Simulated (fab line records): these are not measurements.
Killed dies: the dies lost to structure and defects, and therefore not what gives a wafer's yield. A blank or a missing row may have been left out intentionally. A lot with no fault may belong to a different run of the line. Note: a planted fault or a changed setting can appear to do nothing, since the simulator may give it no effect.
Which tool is to blame?	flow n5 finfet	7 lots, 21 wafers sampled, at 7 steps of a route of 1938

== WHAT THE GAUGES SHOWED, per wafer ==
N5_BEOL_M0_OCD_MEAS_108. Usual: 32.9 nm for trench depth nm, sd 0.56.
lot	measured	on	trench depth nm (nm)	flag
L225	day 6 20:02	ocd-02	0.1 0 0.5	OFF
L226	day 6 20:34	ocd-02	0.1 0 0	OFF
L236	day 9 15:20	ocd-01	32.7 33.3 32.0	
L237	day 10 02:22	ocd-01	33.2 32.3 33.6	
L238	day 10 13:08	ocd-02	32.8 32.4 32.3	
L240	day 10 19:41	ocd-02	32.4 32.9 32.4	
L244	day 11 17:12	ocd-02	33.6 32.4 32.7	

N5_BEOL_M4_RC_MEAS_101. Usual: DIBL_N 36.3 mV/V, standard deviation 1.6; DIBL_P 36.5 mV/V, standard deviation 1.6; IOFF_N 0.163 nA/um, standard deviation 0.026; IOFF_P 0.22 nA/um, standard deviation 0.033; ION_N 676 uA/um, standard deviation 9.9; ION_P 464 uA/um, standard deviation 6.5; SS_N 71.5 mV/dec, standard deviation 0.5; SS_P 73.3 mV/dec, standard deviation 0.64; VT_N 249.3 mV, standard deviation 2.9; VT_P -250 mV, standard deviation 3.2.
lot	measured	on	DIBL_N (mV/V)	DIBL_P (mV/V)	IOFF_N (nA/um)	IOFF_P (nA/um)	ION_N (uA/um)	ION_P (uA/um)	SS_N (mV/dec)	SS_P (mV/dec)	VT_N (mV)	VT_P (mV)	flag
L236	day 12 02:19	prober-02	33.4 36.1 36.3	33.8 36.6 36.6	0.116 0.158 0.153	0.16 0.20 0.19	656 679 669	456 457 459	70.8 71.7 71.2	72.8 73.6 73.0	254.8 248.3 251.0	-256 -253 -253	
L237	day 12 13:53	prober-01	36.2 35.1 35.8	36.7 35.2 36.3	0.152 0.132 0.154	0.19 0.17 0.18	667 659 683	455 454 461	71.4 71.5 71.4	73.9 73.3 73.4	250.6 254.4 250.6	-255 -253 -256	
L238	day 12 23:14	prober-01	41.2 38.5 39.1	40.7 38.3 39.0	0.249 0.185 0.202	0.29 0.24 0.26	683 671 689	464 459 474	72.4 72.3 71.2	75.1 73.9 73.4	244.6 248.4 243.9	-246 -248 -248	
L240	day 13 19:29	prober-01	33.9 34.3 34.3	34.1 34.0 33.9	0.123 0.123 0.128	0.21 0.20 0.21	676 665 663	477 459 467	71.4 71.0 71.2	72.4 73.1 72.2	255.8 254.4 256.5	-246 -248 -247	
L244	day 14 08:29	prober-01	36.3 36.5 38.5	35.8 35.5 39.0	0.173 0.165 0.217	0.24 0.23 0.30	681 671 696	463 462 473	71.5 72.0 72.0	73.2 74.0 74.1	246.1 247.7 243.8	-246 -246 -245	

== WHICH TOOL RAN EACH LOT (tool, then ch and the chambers of the sampled wafers, then the start) ==
lot	N5_BEOL_M0_SAQP_DESCUM_45	N5_BEOL_M0_SAQP_ETCH_88	N5_BEOL_M0_CUTY_ETCH_63	N5_BEOL_M0_HM_OPEN_105	N5_BEOL_M0_ETCH_128
L225	rie diel-02 ch 0,2, day 6 14:07	rie diel-02 ch 0,2, day 6 14:09	rie diel-01 ch 1,2,3, day 6 15:39	rie metal-01 ch 0,1, day 6 19:33	rie diel-03 ch 0,2,3, day 6 19:53
L226	rie diel-02 ch 1,2,3, day 6 16:46	rie diel-02 ch 1,2,3, day 6 16:49	rie diel-03 ch 0,2,3, day 6 18:14	rie metal-03 ch 0,1, day 6 19:44	rie diel-03 ch 0,2,3, day 6 20:26
L236	rie diel-02 ch 0,1,2, day 9 10:14	rie diel-02 ch 0,1,2, day 9 10:16	rie diel-03 ch 0,1,2, day 9 11:35	rie metal-01 ch 0,1, day 9 14:21	rie diel-01 ch 2,3, day 9 15:11
L237	rie diel-05 ch 0,1,3, day 9 20:07	rie diel-05 ch 0,1,3, day 9 20:09	rie diel-03 ch 0,1,3, day 9 21:35	rie metal-03 ch 0,1, day 10 01:26	rie diel-03 ch 0,1,3, day 10 02:13
L238	rie diel-02 ch 1,2,3, day 10 09:58	rie diel-02 ch 1,2,3, day 10 09:59	rie diel-04 ch 1,2, day 10 12:04	rie metal-01 ch 0,1, day 10 12:18	rie diel-04 ch 1,2, day 10 12:58
L240	rie diel-05 ch 0,1,2, day 10 13:36	rie diel-05 ch 0,1,2, day 10 13:38	rie diel-03 ch 0,2, day 10 15:06	rie metal-01 ch 0,1, day 10 19:05	rie diel-03 ch 1,3, day 10 19:32
L244	rie diel-06 ch 2,3, day 11 14:36	rie diel-06 ch 2,3, day 11 14:38	rie diel-01 ch 0,2,3, day 11 16:06	rie metal-03 ch 0,1, day 11 16:31	rie diel-03 ch 0,3, day 11 17:04
- N5_BEOL_M0_SAQP_DESCUM_45: chemistry O2, time 7 s.
- N5_BEOL_M0_SAQP_ETCH_88: etches underlayer in N2/H2, target depth 6.5 nm, time 5.2 s.
- N5_BEOL_M0_CUTY_ETCH_63: etches SOC in N2/H2, target depth 82.7 nm, overetch 16.5 nm, time 124 s.
- N5_BEOL_M0_HM_OPEN_105: chemistry Cl2/BCl3, target TiN, target depth 12 nm.
- N5_BEOL_M0_ETCH_128: etches SiCN in CF4/N2, target depth 12 nm, overetch 5.1 nm, time 21.4 s.

== WHAT THE TOOLS THEMSELVES READ (means of the sampled wafers that have a number; where no wafer has one, the mark that the record gives instead) ==
N5_BEOL_M0_SAQP_DESCUM_45. Usual: drypump motor current A 5.7 A, standard deviation 0.36; oes product au 0.79 a.u., standard deviation 0.078; rf vpp V 243.2 V, standard deviation 1.3; showerhead plenum p Torr 2.10 Torr, standard deviation 0.075; throttle valve pct 20.43 %, standard deviation 0.21.
lot	tool	drypump motor current A (A)	oes product au (a.u.)	rf vpp V (V)	showerhead plenum p Torr (Torr)	throttle valve pct (%)	flag
L225	rie diel-02	5.5	0.76	242.4	2.07	20.33	
L226	rie diel-02	5.8	0.79	243.6	2.11	20.54	
L236	rie diel-02	5.7	0.75	243.8	2.12	20.53	
L237	rie diel-05	5.6	0.84	242.7	2.05	20.32	
L238	rie diel-02	5.8	0.76	243.4	2.10	20.58	
L240	rie diel-05	5.8	0.77	243.8	2.09	20.33	
L244	rie diel-06	5.5	0.86	243.9	2.15	20.29	

N5_BEOL_M0_SAQP_ETCH_88. Usual: drypump motor current A 5.7 A, standard deviation 0.36; etch rf on time s 5.18 s, standard deviation 0.074; oes product au 0.67 a.u., standard deviation 0.065; rf vpp V 524.0 V, standard deviation 2.7; showerhead plenum p Torr 2.55 Torr, standard deviation 0.092; throttle valve pct 17.85 %, standard deviation 0.21.
lot	tool	drypump motor current A (A)	etch rf on time s (s)	oes product au (a.u.)	rf vpp V (V)	showerhead plenum p Torr (Torr)	throttle valve pct (%)	flag
L225	rie diel-02	5.4	5.17	0.66	523.0	2.51	17.70	
L226	rie diel-02	5.8	5.21	0.67	524.2	2.56	17.90	
L236	rie diel-02	5.8	5.16	0.64	524.4	2.58	17.93	
L237	rie diel-05	5.6	5.10	0.72	522.9	2.50	17.80	
L238	rie diel-02	5.8	5.22	0.64	524.8	2.55	17.95	
L240	rie diel-05	5.8	5.17	0.65	524.0	2.54	17.74	
L244	rie diel-06	5.5	5.17	0.72	524.9	2.61	17.69	

N5_BEOL_M0_CUTY_ETCH_63. Usual: drypump motor current A 5.8 A, standard deviation 0.37; oes product au 0.64 a.u., standard deviation 0.061; rf vpp V 523.6 V, standard deviation 2.6; showerhead plenum p Torr 2.53 Torr, standard deviation 0.088; throttle valve pct 17.86 %, standard deviation 0.24.
lot	tool	drypump motor current A (A)	oes product au (a.u.)	rf vpp V (V)	showerhead plenum p Torr (Torr)	throttle valve pct (%)	flag
L225	rie diel-01	6.0	0.61	523.0	2.50	17.85	
L226	rie diel-03	5.5	0.61	524.1	2.54	18.10	
L236	rie diel-03	5.7	0.71	524.0	2.55	17.74	
L237	rie diel-03	5.8	0.70	521.0	2.48	17.76	
L238	rie diel-04	5.8	0.63	527.0	2.65	18.08	
L240	rie diel-03	5.4	0.65	525.8	2.60	17.99	
L244	rie diel-01	6.0	0.61	521.6	2.46	17.85	

N5_BEOL_M0_HM_OPEN_105. Usual: bcl3 flow sccm 21.76 sccm, standard deviation 0.068; bias w 126.1 W, standard deviation 0.32; drypump motor current A 5.7 A, standard deviation 0.33; mfc ar sccm 25.01 sccm, standard deviation 0.077; oes_ar_750_au 0.81 a.u., standard deviation 0.12; oes product au 0.81 a.u., standard deviation 0.12; throttle valve pct 21.98 %, standard deviation 0.16.
lot	tool	bcl3 flow sccm (sccm)	bias w (W)	drypump motor current A (A)	mfc ar sccm (sccm)	oes_ar_750_au (a.u.)	oes product au (a.u.)	throttle valve pct (%)	flag
L225	rie metal-01	-	-	-	-	-	-	-	OFF
L226	rie metal-03	-	-	-	-	-	-	-	OFF
L236	rie metal-01	21.73	126.1	6.2	25.00	0.73	0.72	21.86	
L237	rie metal-03	21.84	126.1	5.5	25.08	0.83	0.83	21.94	
L238	rie metal-01	21.73	126.1	6.2	24.99	0.71	0.72	21.87	
L240	rie metal-01	21.82	126.1	6.1	24.98	0.80	0.80	21.83	
L244	rie metal-03	21.78	126.4	5.5	24.97	0.79	0.78	22.04	

N5_BEOL_M0_ETCH_128. Usual: drypump motor current A 5.8 A, standard deviation 0.39; mfc ar sccm 100.00 sccm, standard deviation 0.26; oes product au 0.54 a.u., standard deviation 0.05; rf vpp V 381.9 V, standard deviation 1.9; showerhead plenum p Torr 2.19 Torr, standard deviation 0.071; throttle valve pct 15.46 %, standard deviation 0.26.
lot	tool	drypump motor current A (A)	mfc ar sccm (sccm)	oes product au (a.u.)	rf vpp V (V)	showerhead plenum p Torr (Torr)	throttle valve pct (%)	flag
L225	rie diel-03	5.5	100.18	0.28	381.6	2.20	15.69	OFF
L226	rie diel-03	5.5	100.09	0.28	382.8	2.20	15.68	OFF
L236	rie diel-01	6.1	99.83	0.50	381.3	2.16	15.47	
L237	rie diel-03	5.8	100.04	0.59	380.4	2.15	15.31	
L238	rie diel-04	6.0	100.03	0.55	384.6	2.32	15.55	
L240	rie diel-03	6.1	100.18	0.54	380.5	2.13	15.48	
L244	rie diel-03	5.6	99.92	0.54	380.5	2.13	15.56	

== THE ANSWER, worked out from the rows above alone ==
Rule: a lot counts as off when the mean over its wafers that have a number is more than 3 standard deviations away from the usual mean. Also off: a lot with no number at a reading for which 4 or more lots have one. Where the step has rows for the other lots, those lots are counted as sound. After the gauges, taken in route order, come the tools' own readings; for these a lot's mean is taken, as printed above. The first step at which some lot is off is used, and at that step the reading that is off furthest; a lot without a number counts as furthest.
Off: L225, L226 (N5_BEOL_M0_OCD_MEAS_108, trench depth nm).
If a tool, at a process step before that reading, ran all the lots that are off and no sound lot after the first of them, it fits. The gauges at N5_BEOL_M0_OCD_MEAS_108 aren't tried: what is off there is off at N5_BEOL_M0_HM_OPEN_105 too, on other tools, and a gauge's error can't cause that. No candidate that was tried fits.

== WHAT THE SIMULATOR PUT IN ==
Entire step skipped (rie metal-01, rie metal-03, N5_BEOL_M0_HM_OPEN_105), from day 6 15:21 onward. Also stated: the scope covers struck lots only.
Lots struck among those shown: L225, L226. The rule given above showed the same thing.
